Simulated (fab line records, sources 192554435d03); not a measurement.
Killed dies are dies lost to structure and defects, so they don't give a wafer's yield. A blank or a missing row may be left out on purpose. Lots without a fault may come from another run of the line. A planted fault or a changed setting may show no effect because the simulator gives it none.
Problem report in the 8D (eight disciplines) form, filled by code | flow n5_finfet | the parts of the form that need people (team, actions taken, sign-off) are left out

1. THE PROBLEM
susceptor_temp_C at N5_BEOL_M9_DEGAS_44 reads a mean of 241.73 C on 6 wafers of 2 lots; wafers without a fault read 249.99 C with a standard deviation of 0.18. That is -46 standard deviations from the usual mean.
The step: time 60 s.
First seen on wafer L239.1, day 15 07:00, on pvd_sputter-03. The record holds 32 wafers of 11 lots with a number at this step. Rule for "out", or "out of limits": more than 4 standard deviations from the usual mean. The other wafers with a number count as sound.

2. WHAT IT IS AND WHAT IT IS NOT
question                    | is                     | is not
which readings at this step | susceptor_temp_C       | heater_power_w
which lots                  | L239, L240             | L221, L222, L223, L225, L226, L230, L231, L233, L242
which wafers of those lots  | all that have a number | -
read on which tools         | pvd_sputter-03         | pvd_sputter-01, pvd_sputter-02
when                        | from day 15 07:00      | up to then (23 sound wafers); but 3 sound wafers of L242 came after

3. SUSPECTS, AND WHAT RULES EACH OUT
Counting: a tool at a process step up to the reading stays a suspect if it ran every lot that is out and no sound lot after the first of them.
- pvd_sputter-03 at N5_BEOL_M9_DEGAS_44 (time 60 s): kept. It ran every lot that is out, first L239 (day 15 07:00), and no sound lot after that; its last sound lot up to then is L231 (day 13 03:26). Its own readings are out on those wafers: susceptor_temp_C.
Left after counting: pvd_sputter-03 at N5_BEOL_M9_DEGAS_44.

4. THE CAUSE (what the simulator had put in)
Process parameter drift: pvd_sputter-03, from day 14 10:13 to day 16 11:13, at N5_BEOL_M9_DEGAS_44. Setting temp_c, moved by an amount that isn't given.
Counting left only this tool.

5. THE CHAIN OF EFFECTS, in route order
Each row: a reading whose mean over the struck wafers that have a number lies more than 3 standard deviations from the usual. Only readings for which the record gives a usual standard deviation are gone through. hours: the time from each lot's start at the first step in this table that gives one to its start at this step, as a median over the lots. sigmas: the change in usual standard deviations.
hours | step                | reading          | usual    | on struck wafers | change | sigmas
0     | N5_BEOL_M9_DEGAS_44 | susceptor_temp_C | 249.99 C | 241.73           | -8.26  | -46
The process steps in it:
- N5_BEOL_M9_DEGAS_44: time 60 s.

6. WHAT WOULD HAVE CAUGHT IT SOONER
In this record the first reading out of limits was taken at day 15 07:00, 21 hours after the fault began at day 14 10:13.
